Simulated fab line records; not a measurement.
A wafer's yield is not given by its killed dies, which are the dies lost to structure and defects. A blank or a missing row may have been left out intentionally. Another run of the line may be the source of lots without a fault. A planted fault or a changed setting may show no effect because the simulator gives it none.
Struck lot and sound lot, side by side / flow n5-finfet / 16 out of 1938 route steps
Sound: these wafers, L242.4, L242.5, L242.6. Struck: wafer L249.5; the same lot's L249.6 was not struck, so it is left out; see the end for the cause.
At each step with rows: each side's tool, then ch and its chambers, then its first start. Under that, the readings that differ: sound wafers / struck wafers / difference of the means / sigmas: that difference in standard deviations of wafers without a fault.
alike: readings whose means differ by less than 2 such deviations, and words and numbers that are the same on both sides. not compared: withheld readings, readings that some wafer has no value for, bounds like >300 that may hide the same value, and numbers for which the record gives no deviation and whose values overlap.
A row with sigmas, a row that says differs or no value, or rows on one side alone: a step with any of these is where the two part. When numbers do not overlap yet have no deviation, they are printed without sigmas and do not part them. A reading missing from all wafers of one side parts the sides only when that side holds two or more wafers.

first, 3 steps without rows for these wafers: N5_MOL_CONTACT_COAG_ETCH_106 (etches SOC in N2/H2, target depth 80 nm, overetch 16 nm, time 120 s); N5_MOL_CONTACT_COAG_STRIP_107 (strips in N2/H2); N5_MOL_CONTACT_COAG_STRIP_108 (strips in N2/H2).
N5_MOL_CONTACT_COAG_CONTACT_ETCH_14: etches SiO2 in C4F6/O2, target depth 27.5 nm, overetch 8.5 nm, time 20 s.
  sound on rie-diel-03 ch 0,1,3, day 5 16:43; struck on rie-diel-04 ch 2, day 7 16:29
  alike: drypump-motor-current-A, oes-product-au, rf-fwd-power-W, rf-vpp-V, showerhead-plenum-p-Torr, throttle-valve-pct
  not compared: rf-hours-counter-h
then, 1 step without rows for these wafers: N5_MOL_CONTACT_COAG_STRIP_109 (strips in C4F6/O2).
N5_MOL_CONTACT_COAG_ETCH_15: etches SiNx in CH3F/O2, stops on Si:P, target depth 7 nm.
  sound on rie-diel-03 ch 0,1,3, day 5 16:45; struck on rie-diel-04 ch 2, day 7 16:32
  alike: drypump-motor-current-A, oes-product-au, rf-fwd-power-W, rf-vpp-V, showerhead-plenum-p-Torr, throttle-valve-pct
  not compared: rf-hours-counter-h
then, 1 step without rows for these wafers: N5_MOL_CONTACT_COAG_ETCH_110 (etches Si in CF4/O2, target depth 2.5 nm, time 8 s).
N5_MOL_CONTACT_COAG_STRIP_98: strips in N2/H2.
  sound on rie-diel-03 ch 0,1,3, day 5 16:52; struck on rie-diel-04 ch 2, day 7 16:38
  alike: drypump-motor-current-A, oes-product-au, rf-vpp-V, showerhead-plenum-p-Torr, throttle-valve-pct
  not compared: rf-hours-counter-h
N5_MOL_CONTACT_COAG_CD_MEAS_99: target cd 17.2 nm.
  sound on cd-sem-03 at day 5 16:56; struck on cd-sem-01 at day 7 16:41
  alike: cd-nm
then, 2 steps without rows for these wafers: N5_MOL_CONTACT_COAG_IMPLANT_129; N5_MOL_CONTACT_COAG_PRECLEAN_111 (cleans in NF3:NH3, afs cycles 1, time 20 s, sublimation time 60 s).
N5_MOL_CONTACT_COAG_TI_SIL_19: material Ti, target thk 4.2 nm, time 15 s.
  sound on pvd-sputter-01 at day 5 18:05; struck on pvd-sputter-01 at day 7 17:21
  alike: chamber-pressure-pa, throttle-valve-pct
N5_MOL_CONTACT_COAG_ALD_20: deposits TiN, target thk 1.5 nm, pulse time 1 s, purge time 3 s.
  sound on ald-metal-02 ch 1,2, day 5 18:13; struck on ald-metal-02 ch 3, day 7 17:36
reading=co-reactant-pulse-time-s (s); sound=2 2 2; struck=1.5269; difference=-0.4731; sigmas=
  alike: heater-power-w, precursor-pulse-height-rel
  not compared: since-wet-clean-h
N5_MOL_CONTACT_COAG_SIL_ANNEAL_21: time 60 s.
  sound on rtp-anneal-02 ch 0, day 5 18:41; struck on rtp-anneal-01 ch 0, day 7 17:55
reading=lamp-power-pct (%); sound=7.4 7.4 7.4; struck=6.1; difference=-1.3; sigmas=-2
  alike: wafer_temp_C_max
-- record jumps: 3 days separate the struck wafers' starts on either side; left off in module MOL_CONTACT_COAG, taken up again in module BEOL_M4, whose first shown step is the route's number 1111 --
N5_BEOL_M4_RC_MEAS_101:
  sound on prober-01 ch 0, day 8 21:28; struck on prober-02 ch 0, day 10 17:49
  alike: DIBL_N, DIBL_P, IOFF_N, IOFF_P, ION_N, ION_P, SS_N, SS_P, VT_N, VT_P
-- record jumps: 4 days separate the struck wafers' starts on either side; left off in module BEOL_M4, taken up again in module PASSIVATION, whose first shown step is the route's number 1936 --
N5_PASSIVATION_PROBE_49:
  sound on prober-01 at day 12 19:43; struck on prober-01 at day 15 05:44
reading=killed_at_M4_up; sound=27 35 16; struck=12; difference=-14; sigmas=-2
reading=killed-at-other; sound=2 9 7; struck=0; difference=-6; sigmas=-2
  alike: defect-limited-yield, killed_at_M0_to_M3, killed-at-contacts, killed-at-front-end, killed-dies, killed-open, killed-short, sort_bin_5_function, sort_bin_6_memory, sort-n-pass, sort-yield-pct

WHERE THEY PART
First at N5_MOL_CONTACT_COAG_SIL_ANNEAL_21; last, within this record, at N5_PASSIVATION_PROBE_49.

WHY: the cause the simulator had injected
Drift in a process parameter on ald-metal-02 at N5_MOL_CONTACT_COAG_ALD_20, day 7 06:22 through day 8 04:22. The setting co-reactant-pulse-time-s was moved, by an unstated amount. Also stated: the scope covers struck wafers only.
